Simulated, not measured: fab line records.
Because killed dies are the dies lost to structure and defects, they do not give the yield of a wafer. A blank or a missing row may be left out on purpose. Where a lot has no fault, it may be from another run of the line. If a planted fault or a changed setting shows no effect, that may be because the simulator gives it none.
Check of tool commonality    flow nandHarc    6 wafers sampled across 2 lots

WHY IT WAS OPENED
At NHARC_END_SORT_01 the reading killedAtArray is flagged on 2 of 2 lots. Fault-free wafers read 57, with a standard deviation of 20.
Rule: flag the lot when none of its wafers has a number, or when each of its wafers that has one lies beyond 4 standard deviations from that mean. As for the other lots, they are considered sound.

lot   measured      on         killedAtArray, wafer by wafer  flag
L441  day 32 13:10  prober-01  674 674 672                    FLAGGED
L443  day 33 04:50  prober-01  671 674 672                    FLAGGED
On average the flagged lots' numbers are 673, which is +616 against the usual, or +31 standard deviations.

WHICH TOOL EACH LOT WENT THROUGH
4 process steps preceding the reading are held in the record, out of 1302 steps in the route. Every cell lists first the tool, next ch and the chambers used by the sampled wafers, and last the start.
lot   flag     NHARC_A_STAIRCASE_DESCUM_219     NHARC_A_STAIRCASE_ETCH_221         NHARC_A_STAIRCASE_ETCH_227                  NHARC_A_STAIRCASE_TRIM_231
L441  FLAGGED  rieDiel-04 ch 1,3, day 23 22:36  rieDiel-04 ch 1,2, day 23 22:54    rieDiel-04 ch 2,3, day 32 13:10 or earlier  rieDiel-04 ch 1,3, day 32 13:10 or earlier
L443  FLAGGED  rieDiel-04 ch 1,2, day 24 07:59  rieDiel-04 ch 1,2,3, day 24 08:16  rieDiel-04 ch 1,3, day 33 04:50 or earlier  rieDiel-07 ch 2,3, day 33 04:50 or earlier
What is done by these steps:
- NHARC_A_STAIRCASE_DESCUM_219: chemistry O2, time 3 s.
- NHARC_A_STAIRCASE_ETCH_221: etches the open film in C4F8/O2, target depth 100 nm, time 40.5 s.
- NHARC_A_STAIRCASE_ETCH_227: etches the open film in C4F8/O2, target depth 100 nm, time 40.5 s.
- NHARC_A_STAIRCASE_TRIM_231: chemistry O2, time 211.2 s.
- NHARC_END_SORT_01

FLAGGED OVER TOTAL, TOOL BY TOOL (the gauges that took the reading come last)
step                          tool        lots run  flagged  share of the flagged lots  sound lots run after its first flagged lot
NHARC_A_STAIRCASE_DESCUM_219  rieDiel-04  2         2        all                        0
NHARC_A_STAIRCASE_ETCH_221    rieDiel-04  2         2        all                        0
NHARC_A_STAIRCASE_ETCH_227    rieDiel-04  2         2        all                        0
NHARC_A_STAIRCASE_TRIM_231    rieDiel-04  1         1        some                       0
NHARC_A_STAIRCASE_TRIM_231    rieDiel-07  1         1        some                       0
NHARC_END_SORT_01             prober-01   2         2        all                        0
NHARC_A_STAIRCASE_ETCH_227 gives no start for some lots, so the hours and the order of its lots are those of NHARC_END_SORT_01. NHARC_A_STAIRCASE_TRIM_231 gives no start for some lots, so the hours and the order of its lots are those of NHARC_END_SORT_01.

WHAT THE TABLE ALLOWS
4 rows of the table ran every flagged lot: rieDiel-04 at NHARC_A_STAIRCASE_DESCUM_219, rieDiel-04 at NHARC_A_STAIRCASE_ETCH_221, rieDiel-04 at NHARC_A_STAIRCASE_ETCH_227, prober-01 at NHARC_END_SORT_01.
- rieDiel-04 at NHARC_A_STAIRCASE_DESCUM_219: 2 of its 2 lots flagged. It ran no sound lot before its first flagged lot in this sample, so the start can't be narrowed down.
- rieDiel-04 at NHARC_A_STAIRCASE_ETCH_221: 2 of its 2 lots flagged. It ran no sound lot before its first flagged lot in this sample, so the start can't be narrowed down. Its own readings (oesProductAu, rfFwdPowerW) fall more than 4 standard deviations out on all wafers of the flagged lots.
- rieDiel-04 at NHARC_A_STAIRCASE_ETCH_227: 2 of its 2 lots flagged. It ran no sound lot before its first flagged lot in this sample, so the start can't be narrowed down.
- prober-01 at NHARC_END_SORT_01: 2 of its 2 lots flagged. It ran no sound lot before its first flagged lot in this sample, so the start can't be narrowed down.
Because each of these 2 tools fits a fault that began at some hour, counting lots does not separate them. More lots, or a look at what each step does to the wafer, might.

WHAT WAS PUT IN BY THE SIMULATOR
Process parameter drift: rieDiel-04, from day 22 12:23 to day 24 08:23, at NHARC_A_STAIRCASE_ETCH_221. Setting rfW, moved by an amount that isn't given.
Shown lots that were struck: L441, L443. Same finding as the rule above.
